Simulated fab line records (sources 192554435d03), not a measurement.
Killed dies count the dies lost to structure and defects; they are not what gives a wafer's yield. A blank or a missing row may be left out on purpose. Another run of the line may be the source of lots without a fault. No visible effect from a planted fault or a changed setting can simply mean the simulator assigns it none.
Which tool was responsible? | flow n5_finfet | 9 lots, 27 wafers sampled, at 5 steps of a route of 1938

== WHAT THE GAUGES READ, wafer by wafer ==
N5_PMOS_HMC_CHANNEL_EPI_THK_MEAS_22.
lot  | measured    | on            | HMC_CMP_THK (nm)
L951 | day 2 02:41 | film_metro-01 | 54.7 54.0 53.5
L954 | day 2 19:40 | film_metro-01 | 53.8 53.5 54.2
L958 | day 3 20:22 | film_metro-01 | 53.7 53.7 53.6
L959 | day 4 03:58 | film_metro-02 | 54.9 54.8 53.8
L960 | day 4 07:51 | film_metro-01 | 54.6 54.4 54.3
L966 | day 5 19:24 | film_metro-02 | 46.8 46.7 46.9
L969 | day 6 14:37 | film_metro-01 | 47.1 47.2 47.0
L971 | day 7 01:31 | film_metro-01 | 54.5 54.3 54.9
L973 | day 7 14:00 | film_metro-02 | 54.5 54.2 55.4

== WHICH TOOL RAN EACH LOT (tool, then ch and the chambers of the sampled wafers, then the start) ==
lot  | N5_PMOS_HMC_CHANNEL_EPI_HM_DEP_34 | N5_PMOS_HMC_CHANNEL_EPI_DESCUM_14 | N5_PMOS_HMC_CHANNEL_EPI_ETCH_32   | N5_PMOS_HMC_CHANNEL_EPI_EPI_20
L951 | pecvd-03 ch 0,1,2, day 1 23:25    | rie_diel-04 ch 0,1,2, day 1 23:54 | rie_diel-04 ch 0,1,2, day 1 23:56 | epi_rpcvd-04 ch 0, day 2 00:32
L954 | pecvd-01 ch 0,1,2, day 2 16:41    | rie_diel-06 ch 0,1, day 2 17:10   | rie_diel-06 ch 0,1, day 2 17:12   | epi_rpcvd-03 ch 0, day 2 18:38
L958 | pecvd-03 ch 0,1, day 3 17:41      | rie_diel-03 ch 0,2, day 3 18:04   | rie_diel-03 ch 0,2, day 3 18:05   | epi_rpcvd-03 ch 0, day 3 18:41
L959 | pecvd-02 ch 1,2, day 4 01:08      | rie_diel-06 ch 0,1,3, day 4 01:42 | rie_diel-06 ch 0,1,3, day 4 01:44 | epi_rpcvd-04 ch 0, day 4 02:32
L960 | pecvd-02 ch 1,2, day 4 04:42      | rie_diel-04 ch 0,3, day 4 05:12   | rie_diel-04 ch 0,3, day 4 05:14   | epi_rpcvd-01 ch 0, day 4 05:49
L966 | pecvd-03 ch 0,2, day 5 16:46      | rie_diel-03 ch 0,1,3, day 5 17:08 | rie_diel-03 ch 0,1,3, day 5 17:10 | epi_rpcvd-03 ch 0, day 5 17:45
L969 | pecvd-01 ch 0,1,2, day 6 11:49    | rie_diel-06 ch 2,3, day 6 12:22   | rie_diel-06 ch 2,3, day 6 12:24   | epi_rpcvd-03 ch 0, day 6 13:00
L971 | pecvd-03 ch 0,1, day 6 22:29      | rie_diel-03 ch 0,2,3, day 6 22:52 | rie_diel-03 ch 0,2,3, day 6 22:54 | epi_rpcvd-04 ch 0, day 6 23:45
L973 | pecvd-01 ch 0,1, day 7 10:49      | rie_diel-06 ch 1,2, day 7 11:20   | rie_diel-06 ch 1,2, day 7 11:22   | epi_rpcvd-04 ch 0, day 7 11:58
- N5_PMOS_HMC_CHANNEL_EPI_HM_DEP_34: deposits SiO2 from TEOS/O2, target thk 36 nm, time 6.9 s.
- N5_PMOS_HMC_CHANNEL_EPI_DESCUM_14: chemistry O2, time 7.9 s.
- N5_PMOS_HMC_CHANNEL_EPI_ETCH_32: etches BARC in N2/H2, stops on SiO2, target depth 85.8 nm, time 50.3 s.
- N5_PMOS_HMC_CHANNEL_EPI_EPI_20: deposits SiGe30, target thk 59 nm.

== THE ANSWER, worked out from the rows above alone ==
Rule: the usual values come from the lots themselves. Put in order of their means at a reading, lots are off if they are a third of the lots or fewer, leave a main group of 4 or more, and stand apart from it by a gap of 3 or more times the standard deviation of the main group's means; of several such gaps the widest counts. If all means in a main group match to the digits the tables above print for the reading, that group is not used. Also off: a lot with no number at a reading for which 4 or more lots have one. The other lots that the step has rows for count as sound.
Off: L966, L969, seen at N5_PMOS_HMC_CHANNEL_EPI_THK_MEAS_22 (HMC_CMP_THK). Main group: mean 54.3 nm, sd 0.37.
If a tool, at a process step before that reading, ran all the lots that are off and no sound lot after the first of them, it fits. The gauges at N5_PMOS_HMC_CHANNEL_EPI_THK_MEAS_22 are tried like those tools. One fits: epi_rpcvd-03 at N5_PMOS_HMC_CHANNEL_EPI_EPI_20. Its last sound lot is L958 (day 3 18:41), its first lot that is off L966 (day 5 17:45): a fault that began between those two fits.

== WHAT HAD BEEN PUT IN BY THE SIMULATOR ==
Site profile drift: epi_rpcvd-03, from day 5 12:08 on, at N5_PMOS_HMC_CHANNEL_EPI_EPI_20. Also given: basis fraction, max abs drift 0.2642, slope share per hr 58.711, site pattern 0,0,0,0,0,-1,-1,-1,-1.
Struck lots among those shown: L966, L969. This agrees with what the rule above found.
